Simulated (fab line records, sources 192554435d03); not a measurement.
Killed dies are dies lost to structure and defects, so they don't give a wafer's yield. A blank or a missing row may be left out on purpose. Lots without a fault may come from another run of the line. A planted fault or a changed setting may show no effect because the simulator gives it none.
fab line records | flow n5_finfet
record lots=24 wafers=72 last_day=18
route steps=1938 shown BEOL_M0_SAQP@673 BEOL_M0@718
lots that met no fault: from a run of the same line without faults
start_h: hours from the record's first day to the start of the lot's first wafer shown | wait_h: hours since the lot's step before | " the same as in the row above | L1.1+2: a row that stands for several wafers | - no value, or no start given | * or withheld: withheld | < > ~ a bound
route shown NAME@n: a module of which the file shows steps, and the number in the route of the first | usual: mean/standard deviation of fault-free wafers | same: alike in all rows | chamber/n: place in a boat | sites: the reading at each site | _std_site: their standard deviation | _edge_site: outer sites' mean less inner sites' | radius_mm: how far each site lies from the wafer's centre | mask NAME#n: copy n | behind: the tool/chamber that last shaped the wafer | hold: why the lot was held/for how many hours/how that ended | device: the transistor (n, p or np) that didn't switch | end of line: the same wafers' tests at the end of the route | a step without rows: its recipe alone | killed: dies lost to structure and defects at the first sort, not the wafer's yield | map: a wafer's dies, x killed, . not, _ none there
set.NAME: the setting as run; set.NAME@STEP: as run at that earlier step | model.NAME: the simulator's own value behind a step, which no gauge read
steps of the route over a sample of lots; a table a step, a row a wafer
services: from which hour (start_h, from the record's first day; less than 0 if before it) a tool's chamber was out of use, for how many hours, and why
## steps
# step N5_BEOL_M0_SAQP_ETCH_107
# recipe chemistry=CH3F/O2 target=SiNx target_depth_a=300 mask_material=SOC pressure_mtorr=30 source_w=395 bias_w=73 Ar_flow_sccm=150 CH3F_flow_sccm=30 O2_flow_sccm=20 ion_energy_ev=120
# usual drypump_motor_current_A=5.7/0.34 oes_product_au=0.78/0.075 rf_vpp_V=297.0/2.5 showerhead_plenum_p_Torr=1.99/0.079 throttle_valve_pct=16.42/0.21
# columns lot.wafer tool chamber start_h wait_h drypump_motor_current_A oes_product_au rf_hours_counter_h rf_vpp_V showerhead_plenum_p_Torr throttle_valve_pct
L074.1 rie_diel-02 1 110.30 0.0 6.3 0.81 78 298.0 2.11 16.61
L074.2 " 0 " " 5.4 0.71 216 297.6 2.06 16.40
L074.3 " 2 " " 5.5 0.80 89 296.6 1.94 16.20
L075.1 rie_diel-05 0 115.67 0.0 6.1 0.75 145 297.9 2.01 16.36
L075.5 " 1 " " 5.2 0.93 - 292.1 1.97 16.20
L075.6 " 2 " " 6.0 0.73 - 297.4 2.07 16.18
L076.1 rie_diel-05 0 120.71 0.0 6.2 0.74 147 297.0 2.01 16.38
L076.3 " 2 " " 6.0 0.73 188 297.9 2.07 16.18
L076.4 " 0 " " 6.2 0.75 - 297.1 2.01 16.38
L077.1 rie_diel-05 0 124.91 0.0 6.2 0.75 148 296.7 2.01 16.36
L077.5 " 1 " " 5.2 0.92 - 292.7 1.96 16.25
L077.6 " 2 " " 6.0 0.73 - 298.4 2.07 16.18
L078.3 rie_diel-06 3 132.68 0.0 5.3 0.68 249 295.4 1.89 16.38
L078.4 " 2 " " 5.9 0.74 149 292.3 1.92 16.65
L078.6 " 3 " " 5.3 0.67 - 296.0 1.89 16.37
L079.2 rie_diel-02 2 135.22 0.0 5.5 0.79 96 297.0 1.94 16.22
L079.3 " 3 " " 5.5 0.76 144 301.3 2.00 16.43
L079.4 " 0 " " 5.4 0.71 224 297.7 2.06 16.41
L080.1 rie_diel-02 2 145.19 0.0 5.5 0.79 99 295.5 1.94 16.24
L080.3 " 1 " " 6.3 0.80 90 299.5 2.10 16.63
L080.5 " 0 " " 5.4 0.70 - 297.9 2.06 16.39
L081.1 rie_diel-05 3 156.07 0.0 5.6 0.97 7 297.1 1.97 16.13
L081.4 " 2 " " 6.0 0.71 198 296.9 2.06 16.19
L081.6 " 3 " " 5.6 0.97 - 297.3 1.97 16.15
L082.1 rie_diel-06 1 157.31 0.0 6.0 0.77 128 299.3 1.85 16.73
L082.4 " 2 " " 5.9 0.73 - 292.9 1.92 16.67
L082.5 " 1 " " 5.9 0.77 - 297.1 1.85 16.72
L083.2 rie_diel-02 2 159.72 0.0 5.5 0.79 103 296.1 1.93 16.24
L083.5 " 3 " " 5.5 0.76 - 298.8 1.99 16.44
L083.6 " 2 " " 5.5 0.79 - 295.7 1.93 16.24
L084.1 rie_diel-02 0 171.70 0.0 5.4 0.70 235 295.8 2.05 16.41
L084.4 " 2 " " 5.5 0.78 108 296.9 1.93 16.26
L084.5 " 0 " " 5.4 0.70 - 296.7 2.06 16.43
L085.1 rie_diel-05 3 178.19 0.0 5.5 0.95 13 298.5 1.97 16.16
L085.4 " 0 " " 6.1 0.74 162 296.7 2.00 16.42
L085.6 " 3 " " 5.5 0.94 - 297.4 1.97 16.15
L086.1 rie_diel-05 0 181.69 0.0 6.2 0.74 163 297.3 2.00 16.39
L086.4 " 1 " " 5.2 0.89 24 291.7 1.96 16.28
L086.5 " 1 " " 5.2 0.89 - 291.6 1.96 16.26
L087.3 rie_diel-06 3 189.33 0.0 5.3 1.00 3 300.4 2.14 15.92
L087.4 " 1 " " 5.9 0.76 139 299.0 1.85 16.76
L087.6 " 2 " " 5.9 0.72 - 293.0 1.91 16.70
L088.1 rie_diel-02 0 197.78 0.0 5.4 0.70 243 295.7 2.05 16.46
L088.2 " 2 " " 5.5 0.77 115 296.1 1.93 16.29
L088.6 " 3 " " 5.5 0.74 - 301.3 1.99 16.46
L089.1 rie_diel-06 2 200.63 0.0 5.9 0.72 172 293.7 1.91 16.71
L089.2 " 3 " " 5.3 0.97 7 299.2 2.13 15.94
L089.4 " 1 " " 5.9 0.75 143 298.5 1.85 16.76
L090.1 rie_diel-02 3 210.67 0.0 5.5 0.74 168 299.8 1.99 16.46
L090.2 " 0 " " 5.4 0.70 248 297.3 2.05 16.44
L090.3 " 2 " " 5.5 0.77 119 295.9 1.93 16.27
L092.1 rie_diel-02 1 218.05 0.0 6.3 0.77 111 297.7 2.10 16.66
L092.2 " 2 " " 5.5 0.77 120 297.0 1.93 16.26
L092.3 " 0 " " 5.4 0.69 249 296.5 2.05 16.45
L091.1 rie_diel-06 2 224.13 0.0 5.9 0.71 177 293.8 1.91 16.71
L091.4 " 3 " " 5.3 0.94 12 300.6 2.13 15.94
L091.6 " 1 " " 5.9 0.76 - 298.3 1.84 16.77
L093.3 rie_diel-06 0 226.86 0.0 5.7 0.80 118 296.9 2.09 16.41
L093.4 " 1 " " 5.9 0.76 148 298.3 1.84 16.77
L093.6 " 2 " " 5.9 0.72 - 292.1 1.91 16.73
L094.1 rie_diel-02 2 231.15 0.0 5.5 0.77 126 297.1 1.93 16.28
L094.4 " 1 " " 6.3 0.78 - 298.1 2.09 16.69
L094.6 " 2 " " 5.5 0.77 - 295.8 1.93 16.30
L095.2 rie_diel-05 0 232.94 0.0 6.2 0.72 178 297.3 2.00 16.44
L095.3 " 3 " " 5.6 0.90 30 298.0 1.96 16.18
L095.6 " 0 " " 6.1 0.73 - 296.8 2.00 16.44
L096.1 rie_diel-02 3 239.85 0.1 5.5 0.73 179 300.5 1.98 16.48
L096.2 " 2 " " 5.5 0.76 130 296.0 1.93 16.30
L096.5 " 3 " " 5.5 0.73 - 299.5 1.98 16.49
L097.1 rie_diel-06 2 253.02 0.0 5.9 0.72 185 293.5 1.91 16.72
L097.4 " 3 " " 5.3 0.93 22 299.2 2.13 15.96
L097.6 " 1 " " 6.0 0.75 - 298.5 1.84 16.79
# step N5_BEOL_M0_SAQP_STRIP_108
# recipe chemistry=N2/H2 power_w=500 temp_c=40 pressure_mtorr=50 rf_frequency_hz=6e+07 overash_fraction=0.3 bias_power_w=28 h2_frac=0.5 n2_flow_sccm=300 h2_flow_sccm=300
# usual bias_power_w=28.00/0.094 drypump_motor_current_A=5.7/0.35 oes_product_au=0.78/0.076 rf_vpp_V=121.9/0.99 showerhead_plenum_p_Torr=3.34/0.13 throttle_valve_pct=18.9/0.32
# columns lot.wafer tool chamber start_h wait_h bias_power_w drypump_motor_current_A oes_product_au rf_hours_counter_h rf_vpp_V showerhead_plenum_p_Torr throttle_valve_pct
L074.1 rie_diel-02 1 110.34 0.0 27.92 6.3 0.82 78 122.5 3.55 19.2
L074.2 " 0 " " 27.92 5.4 0.72 216 123.0 3.45 18.9
L074.3 " 2 " " 28.14 5.5 0.81 89 122.4 3.26 18.5
L075.1 rie_diel-05 0 115.71 0.0 28.00 6.1 0.75 145 121.9 3.36 19.1
L075.5 " 1 " " 27.91 5.2 0.94 - 122.8 3.30 18.7
L075.6 " 2 " " 28.08 6.1 0.73 - 122.2 3.47 18.3
L076.1 rie_diel-05 0 120.75 0.0 28.05 6.2 0.75 147 123.6 3.36 19.1
L076.3 " 2 " " 28.00 6.1 0.72 188 123.3 3.47 18.3
L076.4 " 0 " " 28.00 6.2 0.74 - 120.9 3.36 19.1
L077.1 rie_diel-05 0 124.95 0.0 28.03 6.2 0.75 148 122.6 3.36 19.1
L077.5 " 1 " " 27.89 5.2 0.93 - 121.1 3.30 18.7
L077.6 " 2 " " 28.08 6.1 0.72 - 122.5 3.47 18.3
L078.3 rie_diel-06 3 132.72 0.0 28.10 5.3 0.68 249 121.0 3.16 18.7
L078.4 " 2 " " 27.93 5.9 0.74 149 120.8 3.23 19.4
L078.6 " 3 " " 28.13 5.3 0.67 - 120.7 3.16 18.7
L079.2 rie_diel-02 2 135.26 0.0 28.04 5.5 0.80 96 121.4 3.25 18.5
L079.3 " 3 " " 28.03 5.5 0.76 144 122.2 3.36 19.0
L079.4 " 0 " " 27.97 5.4 0.70 224 121.4 3.44 19.0
L080.1 rie_diel-02 2 145.23 0.0 28.07 5.5 0.79 99 120.7 3.25 18.5
L080.3 " 1 " " 27.94 6.3 0.80 90 124.0 3.54 19.2
L080.5 " 0 " " 27.89 5.4 0.71 - 122.1 3.44 19.0
L081.1 rie_diel-05 3 156.11 0.0 28.11 5.6 0.97 7 121.5 3.31 19.1
L081.4 " 2 " " 28.21 6.0 0.72 198 122.6 3.47 18.3
L081.6 " 3 " " 28.20 5.6 0.96 - 121.3 3.31 19.1
L082.1 rie_diel-06 1 157.35 0.0 28.00 6.0 0.77 128 120.4 3.12 19.1
L082.4 " 2 " " 27.96 5.9 0.73 - 121.9 3.23 19.4
L082.5 " 1 " " 27.92 6.0 0.77 - 122.0 3.12 19.1
L083.2 rie_diel-02 2 159.76 0.0 28.05 5.5 0.79 103 121.6 3.25 18.5
L083.5 " 3 " " 28.00 5.4 0.77 - 121.1 3.36 19.0
L083.6 " 2 " " 28.00 5.5 0.80 - 121.2 3.25 18.5
L084.1 rie_diel-02 0 171.74 0.0 27.95 5.4 0.70 235 123.0 3.44 19.0
L084.4 " 2 " " 27.94 5.5 0.79 108 121.8 3.25 18.5
L084.5 " 0 " " 28.03 5.4 0.70 - 123.7 3.44 19.0
L085.1 rie_diel-05 3 178.23 0.0 28.04 5.6 0.95 13 121.9 3.30 19.1
L085.4 " 0 " " 28.06 6.2 0.73 162 122.1 3.35 19.1
L085.6 " 3 " " 27.97 5.6 0.95 - 122.1 3.30 19.1
L086.1 rie_diel-05 0 181.73 0.0 27.93 6.2 0.74 163 122.9 3.35 19.1
L086.4 " 1 " " 27.95 5.2 0.90 24 121.5 3.29 18.7
L086.5 " 1 " " 27.96 5.2 0.89 - 120.4 3.29 18.7
L087.3 rie_diel-06 3 189.37 0.0 28.07 5.3 1.00 3 123.0 3.57 18.3
L087.4 " 1 " " 27.89 6.0 0.76 139 120.1 3.11 19.1
L087.6 " 2 " " 28.01 5.9 0.72 - 121.1 3.22 19.4
L088.1 rie_diel-02 0 197.82 0.0 28.09 5.4 0.70 243 122.0 3.43 19.0
L088.2 " 2 " " 27.83 5.5 0.79 115 121.8 3.24 18.5
L088.6 " 3 " " 28.06 5.5 0.75 - 122.3 3.35 19.0
L089.1 rie_diel-06 2 200.67 0.0 28.05 5.9 0.71 172 120.5 3.22 19.4
L089.2 " 3 " " 28.06 5.3 0.98 7 123.8 3.56 18.3
L089.4 " 1 " " 28.08 5.9 0.75 143 121.0 3.11 19.1
L090.1 rie_diel-02 3 210.71 0.0 28.03 5.5 0.75 168 121.3 3.35 19.0
L090.2 " 0 " " 28.09 5.4 0.69 248 121.6 3.43 19.0
L090.3 " 2 " " 27.95 5.5 0.77 119 121.8 3.24 18.5
L092.1 rie_diel-02 1 218.09 0.0 28.02 6.3 0.78 111 120.5 3.53 19.2
L092.2 " 2 " " 28.03 5.5 0.77 120 121.6 3.24 18.5
L092.3 " 0 " " 27.95 5.4 0.69 249 122.7 3.43 19.0
L091.1 rie_diel-06 2 224.17 0.0 27.99 5.9 0.71 177 120.3 3.22 19.4
L091.4 " 3 " " 27.98 5.3 0.96 12 123.3 3.56 18.3
L091.6 " 1 " " 27.92 6.0 0.74 - 121.2 3.11 19.2
L093.3 rie_diel-06 0 226.90 0.0 27.97 5.8 0.79 118 123.6 3.52 19.2
L093.4 " 1 " " 27.89 6.0 0.74 148 120.6 3.11 19.1
L093.6 " 2 " " 28.13 5.9 0.71 - 121.1 3.22 19.4
L094.1 rie_diel-02 2 231.19 0.0 27.98 5.5 0.76 126 122.2 3.24 18.5
L094.4 " 1 " " 28.01 6.3 0.78 - 121.9 3.53 19.2
L094.6 " 2 " " 28.08 5.5 0.76 - 121.4 3.24 18.5
L095.2 rie_diel-05 0 232.98 0.0 28.15 6.2 0.72 178 121.9 3.34 19.1
L095.3 " 3 " " 27.74 5.6 0.91 30 120.9 3.29 19.1
L095.6 " 0 " " 28.01 6.2 0.72 - 121.0 3.34 19.1
L096.1 rie_diel-02 3 239.91 0.0 27.95 5.5 0.73 179 122.5 3.34 19.1
L096.2 " 2 " " 27.86 5.5 0.76 130 121.3 3.24 18.5
L096.5 " 3 " " 27.98 5.5 0.73 - 121.1 3.34 19.0
L097.1 rie_diel-06 2 253.06 0.0 27.91 5.9 0.71 185 121.7 3.21 19.4
L097.4 " 3 " " 27.89 5.3 0.93 22 122.7 3.55 18.4
L097.6 " 1 " " 28.01 6.0 0.74 - 121.3 3.10 19.2
# step N5_BEOL_M0_SAQP_OVL_MEAS_41
# recipe points_per_wafer=522
# usual M0_CUT1_OVL=0.1/0.78
# columns lot.wafer tool chamber start_h wait_h M0_CUT1_OVL[nm]
L074.1 overlay-02 0 111.73 0.0 1.2
L074.2 " 0 " " 0.6
L074.3 " 0 " " 0.9
L075.1 overlay-02 0 117.05 0.0 -0.8
L075.5 " 0 " " -0.3
L075.6 " 0 " " -1.5
L076.1 overlay-02 0 122.15 0.0 0.5
L076.3 " 0 " " 0.0
L076.4 " 0 " " 0.8
L077.1 overlay-02 0 126.24 0.0 0.5
L077.5 " 0 " " 0.1
L077.6 " 0 " " -0.7
L078.3 overlay-02 0 134.03 0.0 0.4
L078.4 " 0 " " -0.8
L078.6 " 0 " " -0.9
L079.2 overlay-01 0 136.69 0.0 0.1
L079.3 " 0 " " -0.9
L079.4 " 0 " " 0.6
L080.1 overlay-02 0 146.71 0.0 0.2
L080.3 " 0 " " -0.6
L080.5 " 0 " " -0.7
L081.1 overlay-01 0 157.39 0.0 0.5
L081.4 " 0 " " 1.2
L081.6 " 0 " " 0.1
L082.1 overlay-01 0 158.63 0.0 -0.6
L082.4 " 0 " " 0.1
L082.5 " 0 " " -0.8
L083.2 overlay-01 0 161.09 0.0 -1.7
L083.5 " 0 " " -2.2
L083.6 " 0 " " -0.8
L084.1 overlay-02 0 173.16 0.0 0.6
L084.4 " 0 " " 0.5
L084.5 " 0 " " 0.4
L085.1 overlay-01 0 180.04 0.0 0.4
L085.4 " 0 " " 0.8
L085.6 " 0 " " -0.5
L086.1 overlay-02 0 183.17 0.0 -0.2
L086.4 " 0 " " 1.3
L086.5 " 0 " " -0.4
L087.3 overlay-01 0 192.38 0.0 0.5
L087.4 " 0 " " -0.6
L087.6 " 0 " " -1.5
L088.1 overlay-02 0 199.11 0.0 0.0
L088.2 " 0 " " -0.3
L088.6 " 0 " " -1.5
L089.1 overlay-02 0 202.14 0.0 1.6
L089.2 " 0 " " 0.7
L089.4 " 0 " " 1.0
L090.1 overlay-02 0 212.02 0.0 -0.7
L090.2 " 0 " " 0.2
L090.3 " 0 " " -0.1
L092.1 overlay-01 0 219.38 0.0 -0.6
L092.2 " 0 " " 0.5
L092.3 " 0 " " -0.5
L091.1 overlay-01 0 225.59 0.0 0.8
L091.4 " 0 " " -0.1
L091.6 " 0 " " 0.0
L093.3 overlay-01 0 229.22 0.0 -0.3
L093.4 " 0 " " -0.2
L093.6 " 0 " " 0.0
L094.1 overlay-02 0 232.93 0.0 -0.3
L094.4 " 0 " " 1.2
L094.6 " 0 " " 1.0
L095.2 overlay-01 0 234.99 0.0 -1.3
L095.3 " 0 " " 0.1
L095.6 " 0 " " -0.6
L096.1 overlay-02 0 241.26 0.0 0.9
L096.2 " 0 " " -0.6
L096.5 " 0 " " -0.7
L097.1 overlay-01 0 254.51 0.0 -0.5
L097.4 " 0 " " 0.6
L097.6 " 0 " " 1.5
# step N5_BEOL_M0_STRIP_104
# recipe chemistry=N2/H2 power_w=450 temp_c=40 pressure_mtorr=20 rf_frequency_hz=6e+07 overash_fraction=0.3 bias_power_w=7 h2_frac=0.5 n2_flow_sccm=200 h2_flow_sccm=200
# usual bias_power_w=6.998/0.02 drypump_motor_current_A=5.8/0.38 oes_product_au=0.80/0.083 rf_vpp_V=59.3/1.6 showerhead_plenum_p_Torr=2.54/0.095 throttle_valve_pct=23.69/0.26
# columns lot.wafer tool chamber start_h wait_h bias_power_w drypump_motor_current_A oes_product_au rf_hours_counter_h rf_vpp_V showerhead_plenum_p_Torr throttle_valve_pct
L074.1 rie_diel-03 0 114.95 0.0 7.017 5.1 0.67 242 57.5 2.51 23.89
L074.2 " 2 " " 6.971 5.5 0.78 121 59.2 2.66 23.80
L074.3 " 1 " " 6.959 6.3 0.68 243 58.7 2.50 23.49
L075.1 rie_diel-03 3 122.55 0.0 7.024 6.0 0.78 144 63.0 2.44 24.03
L075.5 " 0 " " 7.003 5.1 0.68 - 62.3 2.50 23.88
L075.6 " 3 " " 6.995 6.0 0.77 - 58.9 2.44 24.04
L076.1 rie_diel-04 0 131.44 0.0 6.981 5.5 0.88 54 60.1 2.47 23.26
L076.3 " 3 " " 6.991 5.7 0.87 21 61.5 2.69 23.59
L076.4 " 1 " " 6.994 6.2 0.86 33 61.5 2.70 23.81
L077.1 rie_diel-04 3 131.50 0.0 6.976 5.7 0.89 21 58.3 2.69 23.61
L077.5 " 3 " " 6.992 5.7 0.87 - 62.6 2.69 23.55
L077.6 " 2 " " 7.033 5.6 0.78 - 60.6 2.63 23.90
L078.3 rie_diel-03 3 139.74 0.0 6.991 5.9 0.78 149 58.3 2.44 24.05
L078.4 " 3 " " 6.986 5.9 0.78 - 61.3 2.44 24.08
L078.6 " 2 " " 7.008 5.5 0.78 - 61.8 2.66 23.82
L079.2 rie_diel-04 3 140.10 0.0 6.996 5.6 0.86 24 58.7 2.69 23.57
L079.3 " 2 " " 7.011 5.6 0.77 164 57.1 2.63 23.88
L079.4 " 0 " " 6.986 5.5 0.87 56 59.1 2.47 23.27
L080.1 rie_diel-03 0 152.06 0.0 7.016 5.1 0.66 256 60.2 2.50 23.87
L080.3 " 3 " " 7.033 5.9 0.76 155 62.6 2.44 24.08
L080.5 " 2 " " 6.962 5.5 0.78 - 58.4 2.66 23.86
L081.1 rie_diel-01 3 159.55 0.0 6.969 5.8 0.77 113 60.5 2.45 23.86
L081.4 " 2 " " 6.998 6.2 0.72 198 59.7 2.52 23.63
L081.6 " 3 " " 6.985 5.8 0.78 - 59.2 2.45 23.86
L083.2 rie_diel-04 2 163.12 0.0 6.980 5.6 0.75 172 60.0 2.63 23.89
L083.5 " 0 " " 6.989 5.5 0.87 - 59.0 2.47 23.23
L083.6 " 3 " " 6.981 5.7 0.87 - 60.8 2.69 23.60
L082.1 rie_diel-03 3 164.58 0.0 7.019 5.9 0.77 162 57.1 2.43 24.08
L082.4 " 1 " " 7.009 6.3 0.98 - 60.1 2.50 23.26
L082.5 " 2 " " 7.041 5.5 0.77 - 57.8 2.65 23.84
L084.1 rie_diel-03 1 176.78 0.0 7.021 6.4 0.96 7 58.1 2.50 23.25
L084.4 " 2 " " 7.022 5.5 0.75 - 59.4 2.65 23.85
L084.5 " 2 " " 7.024 5.5 0.76 - 58.8 2.65 23.83
L085.1 rie_diel-04 2 182.44 0.0 6.993 5.6 0.75 179 58.1 2.62 23.90
L085.4 " 2 " " 6.989 5.6 0.75 - 56.5 2.62 23.92
L085.6 " 0 " " 7.003 5.5 0.86 - 58.0 2.46 23.27
L086.1 rie_diel-03 3 185.95 0.0 6.985 5.9 0.76 166 58.1 2.43 24.07
L086.4 " 2 " " 6.989 5.5 0.76 151 59.0 2.65 23.87
L086.5 " 0 " " 6.993 5.0 0.97 - 59.5 2.50 23.54
L087.3 rie_diel-03 3 194.74 0.0 7.031 5.9 0.75 170 58.6 2.43 24.06
L087.4 " 2 " " 7.006 5.5 0.76 155 59.5 2.65 23.87
L087.6 " 0 " " 7.010 5.0 0.97 - 59.8 2.50 23.54
L088.1 rie_diel-03 2 201.12 0.0 7.007 5.5 0.76 157 60.6 2.65 23.87
L088.2 " 3 " " 6.999 5.9 0.76 173 57.6 2.43 24.08
L088.6 " 3 " " 6.979 5.9 0.75 - 58.5 2.43 24.10
L089.1 rie_diel-01 2 206.68 0.0 6.995 6.2 0.71 215 57.3 2.51 23.62
L089.2 " 3 " " 6.994 5.8 0.76 128 57.9 2.44 23.89
L089.4 " 2 " " 6.972 6.2 0.70 - 58.4 2.51 23.63
L090.1 rie_diel-04 2 217.67 0.0 7.017 5.6 0.74 192 58.8 2.62 23.91
L090.2 " 0 " " 7.016 5.5 0.84 86 57.9 2.46 23.28
L090.3 " 1 " " 7.006 6.2 0.84 48 60.7 2.70 23.80
L092.1 rie_diel-01 1 223.89 0.0 6.986 6.0 0.67 243 58.7 2.51 23.57
L092.2 " 2 " " 6.989 6.2 0.71 221 60.3 2.51 23.64
L092.3 " 3 " " 7.036 5.8 0.76 135 60.0 2.44 23.90
L091.1 rie_diel-03 1 228.53 0.0 6.997 6.3 0.89 27 59.9 2.49 23.27
L091.4 " 3 " " 7.004 5.9 0.74 183 60.3 2.43 24.09
L091.6 " 0 " " 7.003 5.1 0.92 - 60.6 2.49 23.56
L093.3 rie_diel-01 2 235.40 0.0 6.976 6.2 0.70 226 57.5 2.51 23.64
L093.4 " 1 " " 6.974 5.9 0.66 247 60.4 2.50 23.56
L093.6 " 3 " " 6.990 5.8 0.76 - 57.6 2.44 23.91
L094.1 rie_diel-04 2 235.43 0.0 7.018 5.6 0.75 200 59.3 2.62 23.91
L094.4 " 3 " " 7.010 5.7 0.81 60 59.1 2.68 23.64
L094.6 " 2 " " 6.997 5.6 0.74 - 56.5 2.62 23.91
L095.2 rie_diel-01 0 239.20 0.0 7.034 6.0 0.79 118 60.6 2.44 23.52
L095.3 " 1 " " 7.005 6.0 0.66 248 59.2 2.50 23.58
L095.6 " 2 " " 7.009 6.2 0.70 - 57.5 2.50 23.69
L096.1 rie_diel-03 2 246.65 0.0 6.965 5.5 0.75 167 59.8 2.64 23.90
L096.2 " 1 " " 6.980 6.4 0.89 34 56.5 2.49 23.30
L096.5 " 3 " " 6.984 6.0 0.75 - 60.2 2.42 24.08
L097.1 rie_diel-04 1 256.71 0.0 7.018 6.2 0.82 58 58.7 2.69 23.84
L097.4 " 0 " " 7.017 5.5 0.84 96 59.1 2.45 23.29
L097.6 " 3 " " 6.953 5.7 0.80 - 60.6 2.67 23.63
# step N5_BEOL_M0_PRE_CLEAN_113
# recipe gas=H2/He time_s=30 temp_c=250
# usual heater_power_w=327/37
# columns lot.wafer tool chamber start_h wait_h heater_power_w
L074.1 pvd_sputter-02 - 117.44 0.0 302
L074.2 " - " " 365
L074.3 " - " " 318
L075.1 pvd_sputter-02 - 123.17 0.0 371
L075.5 " - " " 356
L075.6 " - " " 286
L076.1 pvd_sputter-02 - 132.30 0.0 308
L076.3 " - " " 304
L076.4 " - " " 364
L077.1 pvd_sputter-02 - 132.38 0.0 290
L077.5 " - " " 310
L077.6 " - " " 310
L078.3 pvd_sputter-03 - 140.62 0.0 350
L078.4 " - " " 336
L078.6 " - " " 332
L079.2 pvd_sputter-01 - 140.90 0.0 366
L079.3 " - " " 239
L079.4 " - " " 287
L080.1 pvd_sputter-03 - 153.25 0.0 334
L080.3 " - " " 332
L080.5 " - " " 363
L081.1 pvd_sputter-01 - 160.68 0.0 250
L081.4 " - " " 376
L081.6 " - " " 388
L083.2 pvd_sputter-03 - 164.29 0.0 339
L083.5 " - " " 342
L083.6 " - " " 358
L082.1 pvd_sputter-03 - 165.45 0.0 358
L082.4 " - " " 362
L082.5 " - " " 343
L084.1 pvd_sputter-01 - 178.03 0.0 285
L084.4 " - " " 382
L084.5 " - " " 372
L085.1 pvd_sputter-02 - 183.62 0.0 289
L085.4 " - " " 361
L085.6 " - " " 292
L086.1 pvd_sputter-02 - 188.24 0.0 360
L086.4 " - " " 316
L086.5 " - " " 290
L087.3 pvd_sputter-02 - 196.22 0.0 315
L087.4 " - " " 302
L087.6 " - " " 371
L088.1 pvd_sputter-03 - 202.37 0.0 353
L088.2 " - " " 325
L088.6 " - " " 363
L089.1 pvd_sputter-01 - 207.95 0.0 376
L089.2 " - " " 286
L089.4 " - " " 386
L090.1 pvd_sputter-02 - 219.83 0.0 296
L090.2 " - " " 312
L090.3 " - " " 317
L092.1 pvd_sputter-03 - 225.56 0.0 334
L092.2 " - " " 338
L092.3 " - " " 356
L091.1 pvd_sputter-03 - 229.65 0.0 331
L091.4 " - " " 347
L091.6 " - " " 354
L093.3 pvd_sputter-01 - 236.46 0.0 392
L093.4 " - " " 249
L093.6 " - " " 369
L094.1 pvd_sputter-03 - 236.46 0.0 333
L094.4 " - " " 359
L094.6 " - " " 347
L095.2 pvd_sputter-02 - 239.85 0.0 321
L095.3 " - " " 303
L095.6 " - " " 310
L096.1 pvd_sputter-01 - 250.09 0.0 379
L096.2 " - " " 286
L096.5 " - " " 364
L097.1 pvd_sputter-02 - 257.68 0.0 304
L097.4 " - " " 364
L097.6 " - " " 317
# step N5_BEOL_M0_RS_MEAS_126
# recipe thk_meas_gauge=four-point-probe reads=Co_of_BEOL_M0_CO_CAP_123+Cu_of_BEOL_M0_ECD_118+Co_of_BEOL_M0_CVD_115+TaN_of_BEOL_M0_ALD_136
# usual M0_RS=0.533/0.015
# columns lot.wafer tool chamber start_h wait_h M0_RS[ohm/sq]
L074.1 film_metro-02 - 119.44 0.0 0.533
L074.2 " - " " 0.538
L074.3 " - " " 0.537
L075.1 film_metro-02 - 128.49 0.0 0.518
L075.5 " - " " 0.544
L075.6 " - " " 0.531
L076.1 film_metro-02 - 134.40 0.0 0.551
L076.3 " - " " 0.524
L076.4 " - " " 0.554
L077.1 film_metro-02 - 136.01 0.0 0.523
L077.5 " - " " 0.541
L077.6 " - " " 0.533
L078.3 film_metro-01 - 142.53 0.1 0.543
L078.4 " - " " 0.533
L078.6 " - " " 0.524
L079.2 film_metro-01 - 142.93 0.1 0.516
L079.3 " - " " 0.510
L079.4 " - " " 0.526
L080.1 film_metro-02 - 155.43 0.0 0.528
L080.3 " - " " 0.553
L080.5 " - " " 0.521
L081.1 film_metro-02 - 163.52 0.0 0.526
L081.4 " - " " 0.526
L081.6 " - " " 0.516
L083.2 film_metro-01 - 166.68 0.1 0.509
L083.5 " - " " 0.531
L083.6 " - " " 0.513
L082.1 film_metro-02 - 169.12 0.0 0.525
L082.4 " - " " 0.530
L082.5 " - " " 0.498
L084.1 film_metro-02 - 181.80 0.0 0.559
L084.4 " - " " 0.526
L084.5 " - " " 0.525
L085.1 film_metro-01 - 186.71 0.0 0.537
L085.4 " - " " 0.532
L085.6 " - " " 0.527
L086.1 film_metro-01 - 190.36 0.0 0.560
L086.4 " - " " 0.530
L086.5 " - " " 0.519
L087.3 film_metro-01 - 198.18 0.1 0.552
L087.4 " - " " 0.518
L087.6 " - " " 0.541
L088.1 film_metro-01 - 207.34 0.0 0.536
L088.2 " - " " 0.538
L088.6 " - " " 0.527
L089.1 film_metro-01 - 210.17 0.1 0.553
L089.2 " - " " 0.535
L089.4 " - " " 0.502
L090.1 film_metro-01 - 223.73 0.1 0.552
L090.2 " - " " 0.557
L090.3 " - " " 0.545
L092.1 film_metro-02 - 227.80 0.0 0.559
L092.2 " - " " 0.563
L092.3 " - " " 0.538
L091.1 film_metro-02 - 231.78 0.0 0.516
L091.4 " - " " 0.519
L091.6 " - " " 0.522
L093.3 film_metro-02 - 240.12 0.1 0.520
L093.4 " - " " 0.534
L093.6 " - " " 0.507
L094.1 film_metro-01 - 240.70 0.0 0.530
L094.4 " - " " 0.530
L094.6 " - " " 0.533
L095.2 film_metro-01 - 243.79 0.1 0.543
L095.3 " - " " 0.522
L095.6 " - " " 0.520
L096.1 film_metro-01 - 252.22 0.0 0.572
L096.2 " - " " 0.527
L096.5 " - " " 0.528
L097.1 film_metro-01 - 261.17 0.0 0.556
L097.4 " - " " 0.552
L097.6 " - " " 0.533
## services
# columns tool chamber start_h hours kind
rie_diel-03 2 88.25 5.0 repair
rie_diel-05 3 106.00 - clean
rie_diel-05 3 106.00 - consumable_replace:focus_ring
rie_diel-05 3 106.00 22.3 scheduled_down
rie_diel-05 3 106.00 22.3 vent_cycle
rie_diel-06 3 106.80 1.2 repair
rie_diel-06 - 110.12 0.7 repair
pvd_sputter-03 - 123.26 7.9 repair
pvd_sputter-02 - 137.70 5.1 repair
rie_diel-06 0 151.75 8.8 repair
rie_diel-04 1 154.12 31.9 repair
rie_diel-06 3 160.69 - clean
rie_diel-06 3 160.69 - consumable_replace:focus_ring
rie_diel-06 3 160.69 - consumable_replace:showerhead
rie_diel-06 1 185.66 1.9 repair
rie_diel-02 2 186.31 1.2 repair
rie_diel-01 1 203.47 7.2 repair
rie_diel-04 1 209.09 6.8 repair
rie_diel-02 - 211.42 0.1 repair
rie_diel-03 2 212.85 15.3 repair
rie_diel-02 0 219.73 - clean
rie_diel-02 0 219.73 - consumable_replace:focus_ring
rie_diel-02 1 234.79 10.1 repair
rie_diel-04 - 240.08 14.6 pm
## key
fault none
